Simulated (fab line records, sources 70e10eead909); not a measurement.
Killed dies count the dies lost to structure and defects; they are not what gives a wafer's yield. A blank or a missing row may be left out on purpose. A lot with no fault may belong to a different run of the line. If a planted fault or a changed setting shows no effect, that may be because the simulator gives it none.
fab line records	flow nand_harc	part 1 of 2: steps 1 to 4 of 6
record: lots: 23	wafers: 69	last_day: 33
route steps=1302 shown A_STAIRCASE@671
lots that met no fault: taken from a fault-free run of the same line
start_h: hours from the record's first day to the start of the lot's first wafer shown	wait_h: time in hours since the lot's previous step	" unchanged from the row above	L1.1+2: a single row standing in for several wafers	- no value, or no start was given	* or withheld: withheld	< > ~ a bound
route shown NAME@n: names a module that has steps shown in the file, with the first one's number in the route	usual: the fault-free wafers' mean and standard deviation	same: alike in all rows	chamber/n: place in a boat	sites: the reading at each site	_std_site: the values' standard deviation	_edge_site: inner sites' mean taken away from outer sites' mean	radius_mm: for every site, how far away it sits from the centre of the wafer	mask NAME#n: copy n	behind: tool/chamber where the wafer was last shaped	hold: the reason the lot was held/the length of the hold in hours/how it ended	device: transistor that didn't switch, given as n, p or np	end of line: the tests these same wafers got at the end of their route	a step with no rows: only its recipe	killed: count of dies lost to structure and defects at first sort (not the wafer's yield)	map: a wafer's dies, marking killed ones x, the rest . and places with no die _
set.NAME: the setting as run; set.NAME@STEP: as run at that earlier step	model.NAME: the simulator's own value behind a step, which no gauge read
steps of the route over a sample of lots; a table a step, a row a wafer
services: when a tool's chamber went out of use (start_h, in hours from the record's first day, below 0 if earlier), for how many hours, and the reason
== steps ==
step: NHARC_A_STAIRCASE_ETCH_15
recipe: target_depth_a: 1000	time_s: 40.5	ion_energy_ev: 400	c4f8_flow_sccm: 20	o2_flow_sccm: 10	ar_flow_sccm: withheld	rf_w: 600	bias_w: 1000	chemistry: C4F8/O2
usual: oes_product_au: 0.943/0.0092	rf_vpp_V: 895/6.5
lot.wafer	tool	chamber	start_h	wait_h	oes_product_au	rf_hours_counter_h	rf_vpp_V
L074.2	rie_diel-08	0	-	-	0.952	43	904
L074.3	"	2	"	"	0.944	57	896
L074.6	"	0	"	"	0.959	-	906
L075.4	rie_diel-08	3	-	-	0.926	50	889
L075.6	"	1	"	"	0.936	-	887
L075.5	"	2	"	"	0.933	-	896
L077.2	rie_diel-11	1	-	-	0.964	44	900
L077.4	"	0	"	"	0.950	37	894
L077.5	"	1	"	"	0.953	-	901
L076.3	rie_diel-12	0	-	-	0.940	35	900
L076.2	"	1	"	"	0.945	38	905
L076.6	"	3	"	"	0.943	-	894
L079.1	rie_diel-12	3	-	-	0.943	35	894
L079.4	"	0	"	"	0.931	37	901
L079.5	"	2	"	"	0.942	-	890
L078.3	rie_diel-08	1	-	-	0.934	6	888
L078.1	"	0	"	"	0.939	7	906
L078.6	"	1	"	"	0.941	-	887
L081.3	rie_diel-12	2	-	-	0.931	50	891
L081.4	"	3	"	"	0.927	45	892
L081.2	"	1	"	"	0.937	51	907
L082.1	rie_diel-08	1	-	-	0.936	20	887
L082.3	"	2	"	"	0.940	19	895
L082.5	"	1	"	"	0.930	-	887
L083.3	rie_diel-11	1	-	-	0.955	3	900
L083.5	"	1	"	"	0.954	-	900
L083.6	"	2	"	"	0.929	-	905
L084.3	rie_diel-11	3	-	-	0.955	8	888
L084.2	"	1	"	"	0.948	7	899
L084.6	"	3	"	"	0.978	-	888
L085.4	rie_diel-08	0	-	-	0.947	30	905
L085.2	"	1	"	"	0.956	30	888
L085.5	"	0	"	"	0.953	-	904
L086.3	rie_diel-08	2	-	-	0.950	32	895
L086.6	"	3	"	"	0.946	-	890
L086.5	"	0	"	"	0.941	-	904
L087.1	rie_diel-12	3	-	-	0.948	11	894
L087.5	"	2	"	"	0.958	-	890
L087.6	"	0	"	"	0.956	-	899
L088.2	rie_diel-12	0	-	-	0.934	14	901
L088.3	"	2	"	"	0.938	10	889
L088.6	"	2	"	"	0.945	-	887
L090.1	rie_diel-08	3	-	-	0.936	35	888
L090.2	"	2	"	"	0.938	36	895
L090.5	"	0	"	"	0.952	-	903
L089.1	rie_diel-08	2	-	-	0.939	42	896
L089.6	"	3	"	"	0.942	-	889
L089.5	"	0	"	"	0.935	-	904
L091.4	rie_diel-12	3	-	-	0.949	19	894
L091.2	"	0	"	"	0.944	20	900
L091.5	"	1	"	"	0.930	-	905
L092.1	rie_diel-11	3	-	-	0.954	33	888
L092.3	"	0	"	"	0.938	30	893
L092.5	"	0	"	"	0.939	-	895
L094.1	rie_diel-12	3	-	-	0.932	29	894
L094.2	"	0	"	"	0.956	33	900
L094.3	"	2	"	"	0.949	27	890
L093.1	rie_diel-11	0	-	-	0.945	35	892
L093.4	"	1	"	"	0.946	36	899
L093.2	"	2	"	"	0.953	37	905
L095.1	rie_diel-08	2	-	-	0.936	1	895
L095.4	"	3	"	"	0.949	1	889
L095.3	"	0	"	"	0.949	1	905
L097.4	rie_diel-08	2	-	-	0.946	4	896
L097.3	"	3	"	"	0.943	5	889
L097.1	"	0	"	"	0.938	4	904
L096.4	rie_diel-08	3	-	-	0.927	5	888
L096.2	"	1	"	"	0.938	4	906
L096.6	"	3	"	"	0.928	-	888
step: NHARC_A_STAIRCASE_TRIM_189
recipe: time_s: 211.2	o2_flow_sccm: 500	ar_flow_sccm: 0	bias_w: 0	chemistry: O2
usual: drypump_motor_current_A: 5.9/0.42	o2_flow_sccm: 500.0/1.5	oes_product_au: 0.998/0.0073	rf_vpp_V: 57.8/0.92	showerhead_plenum_p_Torr: 3.54/0.17	throttle_valve_pct: 17.036/0.0092
lot.wafer	tool	chamber	start_h	wait_h	drypump_motor_current_A	o2_flow_sccm	oes_product_au	rf_hours_counter_h	rf_vpp_V	showerhead_plenum_p_Torr	throttle_valve_pct
L074.3	rie_diel-12	1	-	-	5.4	500.4	0.999	25	58.3	3.79	17.039
L074.2	"	3	"	"	6.3	499.2	0.998	22	58.8	3.47	17.033
L074.6	"	2	"	"	6.3	497.1	1.002	-	57.9	3.37	17.035
L075.4	rie_diel-12	2	-	-	6.3	500.8	1.001	32	58.4	3.37	17.013
L075.6	"	0	"	"	5.7	500.6	0.999	-	57.8	3.66	17.048
L075.5	"	1	"	"	5.4	499.0	0.996	-	58.7	3.79	17.030
L077.4	rie_diel-11	2	-	-	6.4	500.9	0.995	44	58.2	3.28	17.035
L077.2	"	3	"	"	5.4	499.8	1.011	46	57.3	3.34	17.033
L077.5	"	2	"	"	6.4	500.3	1.001	-	57.1	3.28	17.028
L076.2	rie_diel-12	1	-	-	5.4	501.2	1.007	38	58.8	3.79	17.046
L076.3	"	0	"	"	5.7	498.3	0.997	36	57.7	3.66	17.038
L076.6	"	1	"	"	5.4	500.8	1.004	-	58.2	3.79	17.048
L079.4	rie_diel-12	3	-	-	6.3	500.0	0.992	36	58.0	3.46	17.042
L079.1	"	0	"	"	5.7	498.7	0.992	38	56.7	3.66	17.046
L079.5	"	0	"	"	5.7	497.6	1.001	-	58.5	3.66	17.055
L078.1	rie_diel-08	3	-	-	5.9	499.4	1.001	6	57.8	3.34	17.034
L078.3	"	0	"	"	4.9	500.2	1.005	8	58.7	3.77	17.039
L078.6	"	2	"	"	6.3	498.5	1.002	-	58.3	3.53	17.029
L081.4	rie_diel-12	3	-	-	6.3	498.6	0.988	50	57.1	3.45	17.050
L081.2	"	0	"	"	5.7	499.4	0.994	52	56.1	3.65	17.041
L081.3	"	1	"	"	5.4	502.1	0.991	55	58.3	3.78	17.042
L082.1	rie_diel-12	1	-	-	5.4	500.5	0.987	58	58.6	3.77	17.032
L082.3	"	2	"	"	6.3	497.3	0.995	57	59.4	3.35	17.054
L082.5	"	1	"	"	5.4	501.4	0.989	-	58.4	3.77	17.033
L083.3	rie_diel-11	2	-	-	6.4	501.1	0.999	4	58.5	3.81	17.038
L083.6	"	2	"	"	6.4	499.5	0.994	-	58.7	3.81	17.033
L083.5	"	3	"	"	5.4	501.4	1.010	-	57.8	3.33	17.056
L084.2	rie_diel-08	3	-	-	5.8	497.7	1.002	28	57.7	3.33	17.048
L084.3	"	0	"	"	4.9	503.0	1.002	31	57.0	3.76	17.036
L084.6	"	3	"	"	5.9	499.3	0.998	-	58.4	3.33	17.035
L085.4	rie_diel-08	3	-	-	5.9	501.2	0.996	29	56.4	3.33	17.042
L085.2	"	0	"	"	4.9	500.0	1.003	31	57.5	3.76	17.028
L085.5	"	3	"	"	5.9	497.9	1.009	-	59.4	3.33	17.044
L086.3	rie_diel-12	2	-	-	6.3	500.4	1.000	7	58.3	3.35	17.057
L086.5	"	0	"	"	5.7	501.0	1.003	-	58.7	3.64	17.035
L086.6	"	1	"	"	5.4	499.8	0.996	-	58.1	3.77	17.053
L087.1	rie_diel-11	0	-	-	5.6	500.8	1.003	17	57.5	3.46	17.043
L087.6	"	1	"	"	5.4	500.3	1.012	-	56.9	3.61	17.042
L087.5	"	2	"	"	6.4	500.8	0.992	-	58.6	3.80	17.036
L088.3	rie_diel-12	2	-	-	6.3	500.8	1.005	12	56.4	3.35	17.056
L088.2	"	3	"	"	6.3	500.8	0.996	14	57.7	3.44	17.036
L088.6	"	0	"	"	5.7	500.8	0.998	-	56.9	3.64	17.025
L090.2	rie_diel-12	2	-	-	6.3	500.3	0.994	12	57.9	3.35	17.011
L090.1	"	0	"	"	5.7	497.4	1.000	16	57.4	3.64	17.050
L090.5	"	2	"	"	6.3	501.0	0.993	-	58.0	3.35	17.032
L089.1	rie_diel-12	0	-	-	5.7	500.1	1.001	20	59.0	3.64	17.026
L089.5	"	0	"	"	5.7	499.7	0.998	-	56.0	3.64	17.036
L089.6	"	1	"	"	5.4	501.3	0.998	-	59.2	3.77	17.038
L091.2	rie_diel-12	0	-	-	5.7	499.6	1.002	22	57.1	3.64	17.022
L091.4	"	3	"	"	6.3	502.2	0.984	20	58.7	3.44	17.035
L091.5	"	0	"	"	5.7	498.9	1.012	-	57.6	3.64	17.039
L092.1	rie_diel-12	0	-	-	5.7	497.4	1.001	32	59.2	3.63	17.014
L092.3	"	1	"	"	5.4	502.0	1.004	24	58.4	3.76	17.031
L092.5	"	1	"	"	5.4	500.0	1.001	-	57.3	3.76	17.037
L094.1	rie_diel-12	0	-	-	5.7	502.3	1.005	35	58.6	3.63	17.018
L094.3	"	1	"	"	5.4	502.5	0.999	26	57.3	3.76	17.039
L094.2	"	3	"	"	6.3	500.0	0.988	31	57.9	3.43	17.034
L093.1	rie_diel-11	0	-	-	5.5	500.3	0.981	35	56.6	3.45	17.033
L093.4	"	1	"	"	5.4	502.4	1.004	37	58.1	3.60	17.039
L093.2	"	2	"	"	6.4	501.2	1.005	37	58.8	3.79	17.039
L095.1	rie_diel-12	2	-	-	6.3	502.8	1.014	35	58.1	3.33	17.047
L095.4	"	3	"	"	6.3	498.1	0.996	36	56.1	3.43	17.039
L095.3	"	0	"	"	5.7	500.4	1.006	39	58.7	3.63	17.037
L096.2	rie_diel-12	0	-	-	5.7	498.7	0.992	44	57.2	3.62	17.023
L096.4	"	1	"	"	5.4	501.2	0.994	42	58.4	3.75	17.028
L096.6	"	2	"	"	6.3	501.3	0.999	-	57.3	3.33	17.043
L097.3	rie_diel-12	0	-	-	5.7	498.2	0.999	44	57.3	3.62	17.029
L097.4	"	2	"	"	6.3	500.7	0.992	44	57.9	3.33	17.042
L097.1	"	3	"	"	6.3	499.7	0.990	43	57.9	3.43	17.048
step: NHARC_A_STAIRCASE_TRIM_196
recipe: time_s: 211.2	o2_flow_sccm: 500	ar_flow_sccm: 0	bias_w: 0	chemistry: O2
usual: drypump_motor_current_A: 5.8/0.44	o2_flow_sccm: 500.0/1.6	oes_product_au: 1.000/0.0079	rf_vpp_V: 57.5/0.9	showerhead_plenum_p_Torr: 3.51/0.17	throttle_valve_pct: 17.036/0.0091
lot.wafer	tool	chamber	start_h	wait_h	drypump_motor_current_A	o2_flow_sccm	oes_product_au	rf_hours_counter_h	rf_vpp_V	showerhead_plenum_p_Torr	throttle_valve_pct
L074.3	rie_diel-11	1	353.24	0.1	5.4	498.3	1.010	35	56.4	3.63	17.021
L074.2	"	3	"	"	5.4	500.0	1.012	35	56.4	3.35	17.040
L074.6	"	2	"	"	6.4	499.0	0.993	-	57.0	3.28	17.040
L075.4	rie_diel-11	3	371.05	0.1	5.4	498.9	1.001	43	57.3	3.34	17.040
L075.5	"	3	"	"	5.4	498.5	1.006	-	57.5	3.34	17.023
L075.6	"	0	"	"	5.5	498.6	0.993	-	57.0	3.48	17.026
L076.3	rie_diel-12	1	389.28	0.1	5.4	501.5	0.992	39	57.4	3.79	17.046
L076.2	"	2	"	"	6.3	500.4	0.994	37	58.0	3.36	17.035
L076.6	"	0	"	"	5.7	500.6	1.000	-	56.9	3.66	17.043
L077.2	rie_diel-11	0	392.20	0.1	5.5	502.0	0.994	42	57.4	3.47	17.032
L077.4	"	3	"	"	5.4	501.7	1.001	50	57.8	3.34	17.037
L077.5	"	0	"	"	5.6	500.7	0.990	-	56.6	3.47	17.032
L079.4	rie_diel-12	2	399.03	0.1	6.4	500.7	1.005	39	57.8	3.36	17.037
L079.1	"	3	"	"	6.2	499.7	0.996	36	59.7	3.46	17.039
L079.5	"	2	"	"	6.3	498.6	0.998	-	58.2	3.36	17.043
L078.1	rie_diel-12	3	399.17	0.1	6.3	500.5	0.993	36	57.5	3.46	17.034
L078.3	"	0	"	"	5.7	499.4	1.009	38	57.1	3.66	17.031
L078.6	"	2	"	"	6.3	501.6	1.010	-	58.2	3.36	17.033
L081.4	rie_diel-12	2	438.62	0.1	6.3	502.0	1.008	54	57.4	3.35	17.033
L081.3	"	3	"	"	6.3	498.9	1.004	51	58.2	3.45	17.033
L081.2	"	1	"	"	5.4	502.2	0.990	55	56.9	3.78	17.039
L082.1	rie_diel-12	1	447.11	0.1	5.4	498.4	0.988	58	58.1	3.77	17.036
L082.3	"	0	"	"	5.7	501.5	0.994	57	56.5	3.65	17.052
L082.5	"	2	"	"	6.3	501.7	0.993	-	57.9	3.35	17.032
L083.3	rie_diel-08	3	456.58	0.1	5.9	502.3	1.011	25	56.7	3.33	17.042
L083.5	"	0	"	"	4.9	500.2	1.013	-	57.4	3.76	17.024
L083.6	"	1	"	"	5.7	502.9	1.011	-	55.8	3.29	17.040
L084.2	rie_diel-08	0	471.12	0.6	4.9	500.8	1.007	32	58.3	3.76	17.039
L084.3	"	2	"	"	6.3	496.9	1.011	30	57.7	3.52	17.049
L084.6	"	3	"	"	5.9	499.0	1.006	-	58.1	3.33	17.045
L085.2	rie_diel-08	0	471.48	0.1	4.8	495.4	1.005	32	59.0	3.76	17.034
L085.4	"	1	"	"	5.7	500.7	0.990	32	56.2	3.29	17.038
L085.5	"	0	"	"	4.9	501.7	1.001	-	57.6	3.76	17.039
L086.3	rie_diel-11	1	480.83	0.1	5.4	502.1	1.001	14	56.8	3.61	17.048
L086.5	"	1	"	"	5.4	501.1	1.018	-	57.9	3.61	17.051
L086.6	"	3	"	"	5.4	499.5	0.998	-	55.9	3.33	17.027
L087.1	rie_diel-12	2	499.63	0.1	6.3	500.5	0.994	10	56.7	3.35	17.011
L087.5	"	2	"	"	6.3	497.9	1.007	-	56.8	3.35	17.028
L087.6	"	3	"	"	6.3	501.2	1.000	-	57.3	3.44	17.048
L088.2	rie_diel-12	3	504.03	0.3	6.3	500.3	0.984	15	55.8	3.44	17.037
L088.3	"	0	"	"	5.7	501.9	1.002	16	57.5	3.64	17.026
L088.6	"	2	"	"	6.3	499.6	0.992	-	58.0	3.35	17.033
L090.1	rie_diel-12	2	505.30	0.3	6.3	500.9	0.992	13	56.3	3.35	17.038
L090.2	"	3	"	"	6.3	499.8	0.994	16	58.1	3.44	17.043
L090.5	"	0	"	"	5.7	498.2	1.003	-	57.0	3.64	17.042
L089.1	rie_diel-12	0	512.36	0.1	5.7	502.5	1.009	20	56.7	3.64	17.030
L089.5	"	2	"	"	6.3	498.6	1.002	-	56.8	3.34	17.021
L089.6	"	3	"	"	6.3	501.9	1.000	-	57.9	3.44	17.018
L091.4	rie_diel-12	0	518.97	0.1	5.7	499.8	1.006	22	56.5	3.64	17.031
L091.2	"	1	"	"	5.4	499.9	0.994	15	59.8	3.77	17.043
L091.5	"	0	"	"	5.7	499.0	1.010	-	56.4	3.64	17.040
L092.1	rie_diel-12	3	540.68	0.1	6.3	503.1	0.997	29	56.8	3.43	17.034
L092.3	"	0	"	"	5.7	496.5	0.999	33	57.9	3.63	17.032
L092.5	"	2	"	"	6.3	501.6	1.009	-	57.1	3.34	17.025
L094.1	rie_diel-11	0	549.07	0.1	5.6	499.1	0.998	36	57.1	3.45	17.029
L094.2	"	2	"	"	6.4	502.0	1.006	38	57.3	3.79	17.022
L094.3	"	3	"	"	5.4	501.6	1.004	39	57.0	3.31	17.020
L093.1	rie_diel-11	3	549.20	0.1	5.4	499.0	0.998	39	57.7	3.31	17.038
L093.4	"	0	"	"	5.5	498.4	0.993	36	56.8	3.45	17.027
L093.2	"	2	"	"	6.4	498.8	0.998	38	59.4	3.79	17.027
L095.3	rie_diel-12	1	571.13	0.1	5.4	501.4	1.001	33	57.2	3.75	17.044
L095.4	"	2	"	"	6.3	499.6	0.991	35	57.2	3.33	17.037
L095.1	"	0	"	"	5.7	497.1	1.005	39	56.8	3.63	17.044
L096.4	rie_diel-11	0	588.00	0.1	5.5	503.4	0.996	48	58.1	3.44	17.037
L096.2	"	1	"	"	5.4	501.0	1.002	51	59.5	3.59	17.044
L096.6	"	2	"	"	6.4	499.1	1.010	-	58.6	3.78	17.034
L097.4	rie_diel-08	2	588.02	0.1	6.3	503.1	1.008	8	57.4	3.49	17.025
L097.1	"	0	"	"	4.9	502.0	1.015	9	57.3	3.74	17.029
L097.3	"	1	"	"	5.7	499.7	1.012	9	58.2	3.80	17.029
step: NHARC_A_STAIRCASE_ETCH_221
recipe: target_depth_a: 1000	time_s: 40.5	ion_energy_ev: 400	c4f8_flow_sccm: 20	o2_flow_sccm: 10	ar_flow_sccm: withheld	rf_w: 600	bias_w: 1000	chemistry: C4F8/O2
usual: oes_product_au: 0.940/0.013	rf_vpp_V: 896/6.6
lot.wafer	tool	chamber	start_h	wait_h	oes_product_au	rf_hours_counter_h	rf_vpp_V
L074.3	rie_diel-11	1	-	-	0.936	36	899
L074.2	"	2	"	"	0.947	36	887
L074.6	"	2	"	"	0.927	-	887
L075.4	rie_diel-12	1	-	-	0.962	33	907
L075.5	"	0	"	"	0.967	-	901
L075.6	"	1	"	"	0.954	-	905
L076.3	rie_diel-12	1	-	-	0.955	39	904
L076.2	"	3	"	"	0.934	35	892
L076.6	"	2	"	"	0.959	-	890
L077.4	rie_diel-12	1	-	-	0.941	40	906
L077.2	"	2	"	"	0.932	38	890
L077.5	"	1	"	"	0.943	-	904
L079.4	rie_diel-08	1	-	-	0.960	8	885
L079.1	"	2	"	"	0.940	6	895
L079.5	"	1	"	"	0.960	-	889
L078.3	rie_diel-12	1	-	-	0.950	42	905
L078.1	"	2	"	"	0.939	40	890
L078.6	"	1	"	"	0.938	-	904
L081.2	rie_diel-08	2	-	-	0.943	18	897
L081.3	"	3	"	"	0.941	20	887
L081.4	"	0	"	"	0.948	21	905
L082.3	rie_diel-11	0	-	-	0.940	1	895
L082.1	"	3	"	"	0.944	1	888
L082.5	"	0	"	"	0.941	-	894
L083.3	rie_diel-11	3	-	-	0.959	4	889
L083.5	"	3	"	"	0.956	-	889
L083.6	"	0	"	"	0.948	-	893
L084.2	rie_diel-08	1	-	-	0.934	33	887
L084.3	"	0	"	"	0.935	33	904
L084.6	"	1	"	"	0.940	-	887
L085.4	rie_diel-12	0	-	-	0.950	9	899
L085.2	"	2	"	"	0.974	6	890
L085.5	"	1	"	"	0.941	-	905
L086.3	rie_diel-12	3	-	-	0.920	9	893
L086.5	"	0	"	"	0.932	-	898
L086.6	"	1	"	"	0.919	-	907
L087.1	rie_diel-08	3	-	-	0.930	36	888
L087.6	"	2	"	"	0.930	-	895
L087.5	"	3	"	"	0.935	-	887
L088.3	rie_diel-08	2	-	-	0.930	42	895
L088.2	"	3	"	"	0.933	41	887
L088.6	"	3	"	"	0.927	-	889
L090.1	rie_diel-11	3	-	-	0.956	23	888
L090.2	"	0	"	"	0.943	20	894
L090.5	"	2	"	"	0.963	-	905
L089.1	rie_diel-08	0	-	-	0.941	47	904
L089.6	"	0	"	"	0.932	-	903
L089.5	"	2	"	"	0.931	-	895
L091.2	rie_diel-11	3	-	-	0.919	26	887
L091.4	"	1	"	"	0.934	26	898
L091.5	"	3	"	"	0.923	-	888
L092.1	rie_diel-11	0	-	-	0.929	34	893
L092.3	"	1	"	"	0.939	35	898
L092.5	"	1	"	"	0.935	-	896
L094.3	rie_diel-11	0	-	-	0.932	38	892
L094.1	"	1	"	"	0.935	39	900
L094.2	"	2	"	"	0.928	39	905
L093.4	rie_diel-11	3	-	-	0.922	42	888
L093.2	"	1	"	"	0.936	39	899
L093.1	"	2	"	"	0.928	39	906
L095.3	rie_diel-08	3	-	-	0.947	4	888
L095.4	"	1	"	"	0.946	3	907
L095.1	"	2	"	"	0.935	4	895
L096.4	rie_diel-12	3	-	-	0.935	43	892
L096.2	"	1	"	"	0.926	43	905
L096.6	"	3	"	"	0.938	-	891
L097.4	rie_diel-08	1	-	-	0.950	10	905
L097.3	"	2	"	"	0.922	9	895
L097.1	"	3	"	"	0.942	9	888
